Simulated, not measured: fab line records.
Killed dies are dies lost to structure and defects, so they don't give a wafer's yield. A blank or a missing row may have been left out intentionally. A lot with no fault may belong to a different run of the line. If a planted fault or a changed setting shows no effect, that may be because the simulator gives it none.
Chamber matching || flow n5 finfet || N5_BEOL_M5_ILD_DEP_00 on pecvd-02: 3 sister chambers
The step deposits SiCOH lowk from DEMS/porogen, target thk 140.64 nm, time 25.9 s. 3 wafers are shown with their chamber, then 9 later ones without.

WAFERS PAIRED WITH THEIR CHAMBERS
{"wafer": "L077.6", "chamber": 2, "throttle valve pct (%)": 13.7}
{"wafer": "L088.4", "chamber": 1, "throttle valve pct (%)": 14.5}
{"wafer": "L088.6", "chamber": 0, "throttle valve pct (%)": 14.8}

WAFERS WITHOUT THEIR CHAMBER
{"wafer": "L091.1", "throttle valve pct (%)": 14.6}
{"wafer": "L091.2", "throttle valve pct (%)": 12.6}
{"wafer": "L091.6", "throttle valve pct (%)": 14.6}
{"wafer": "L093.2", "throttle valve pct (%)": 14.3}
{"wafer": "L093.4", "throttle valve pct (%)": 14.6}
{"wafer": "L093.5", "throttle valve pct (%)": 14.4}
{"wafer": "L096.1", "throttle valve pct (%)": 14.6}
{"wafer": "L096.2", "throttle valve pct (%)": 14.5}
{"wafer": "L096.3", "throttle valve pct (%)": 13.0}

THE CHAMBER EACH PASSED THROUGH
{"wafer": "L091.1", "from the rows above": "can't be placed: 1 or 0 or 2", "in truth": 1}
{"wafer": "L091.2", "from the rows above": "can't be placed: 2 or 1", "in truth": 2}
{"wafer": "L091.6", "from the rows above": "can't be placed: 1 or 0 or 2", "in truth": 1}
{"wafer": "L093.2", "from the rows above": "can't be placed: 1 or 0 or 2", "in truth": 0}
{"wafer": "L093.4", "from the rows above": "can't be placed: 1 or 0 or 2", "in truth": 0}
{"wafer": "L093.5", "from the rows above": "can't be placed: 1 or 0 or 2", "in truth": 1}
{"wafer": "L096.1", "from the rows above": "can't be placed: 1 or 0 or 2", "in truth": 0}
{"wafer": "L096.2", "from the rows above": "can't be placed: 1 or 0 or 2", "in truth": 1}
{"wafer": "L096.3", "from the rows above": "can't be placed: 2 or 1", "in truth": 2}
Placed correctly: 0 of 9. Cannot be placed on the basis of these rows: 9; the candidates contain the true chamber in 9. Number placed wrongly: 0.
How it was worked out, from the rows above alone: a wafer's distance from a chamber is the root of the sum, over the readings, of the square of ((its reading less the chamber's mean) divided by the reading's scatter). The wafer belongs to the nearest chamber; if the next one is less than 2 further off, it can't be placed. For every chamber, the mean is computed from those of its wafers that are shown. The scatter: root of mean squared gap, hidden wafer to nearest shown wafer, with one shown wafer a chamber.
